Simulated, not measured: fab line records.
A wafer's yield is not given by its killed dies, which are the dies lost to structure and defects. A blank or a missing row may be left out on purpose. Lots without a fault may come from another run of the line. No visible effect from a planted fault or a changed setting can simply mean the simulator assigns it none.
Chamber matching :: flow nand_harc :: 4 sister chambers for NHARC_A_CONTACT_ETCH_75 on rie_diel-03
The step etches the open film in CF4, target depth 39 nm, time 65 s. 4 wafers are shown with their chamber, then 8 later ones without.

## WAFERS PAIRED WITH THEIR CHAMBERS
wafer: L614.5
chamber: 1
showerhead_plenum_p_Torr (Torr): 1.70

wafer: L614.6
chamber: 2
showerhead_plenum_p_Torr (Torr): 1.81

wafer: L627.5
chamber: 3
showerhead_plenum_p_Torr (Torr): 1.85

wafer: L631.1
chamber: 0
showerhead_plenum_p_Torr (Torr): 1.68

## WAFERS WHOSE CHAMBER IS MISSING
wafer: L631.3
showerhead_plenum_p_Torr (Torr): 1.80

wafer: L631.4
showerhead_plenum_p_Torr (Torr): 1.69

wafer: L633.1
showerhead_plenum_p_Torr (Torr): 1.68

wafer: L633.2
showerhead_plenum_p_Torr (Torr): 1.80

wafer: L633.5
showerhead_plenum_p_Torr (Torr): 1.80

wafer: L636.2
showerhead_plenum_p_Torr (Torr): 1.85

wafer: L636.5
showerhead_plenum_p_Torr (Torr): 1.80

wafer: L636.6
showerhead_plenum_p_Torr (Torr): 1.69

## WHICH CHAMBER EACH ONE RAN IN
wafer: L631.3
from the rows above: 2
in truth: 2

wafer: L631.4
from the rows above: can't be placed: 0 or 1
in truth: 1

wafer: L633.1
from the rows above: 0
in truth: 0

wafer: L633.2
from the rows above: 2
in truth: 2

wafer: L633.5
from the rows above: 2
in truth: 2

wafer: L636.2
from the rows above: 3
in truth: 3

wafer: L636.5
from the rows above: 2
in truth: 2

wafer: L636.6
from the rows above: can't be placed: 0 or 1
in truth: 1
Correct placement for 6 of the 8. Cannot be placed on the basis of these rows: 2; the candidates contain the true chamber in 2. Number placed wrongly: 0.
How it was worked out, from the rows above alone: a wafer's distance from a chamber is the root of the sum, over the readings, of the square of ((its reading less the chamber's mean) divided by the reading's scatter). If the next closest chamber is less than 2 further off than the closest, the wafer can't be placed; otherwise it belongs to the closest. A chamber's mean is the mean of its shown wafers. The scatter: with one shown wafer a chamber, the root of the mean of the squares of how far each hidden wafer lies from its nearest shown one.
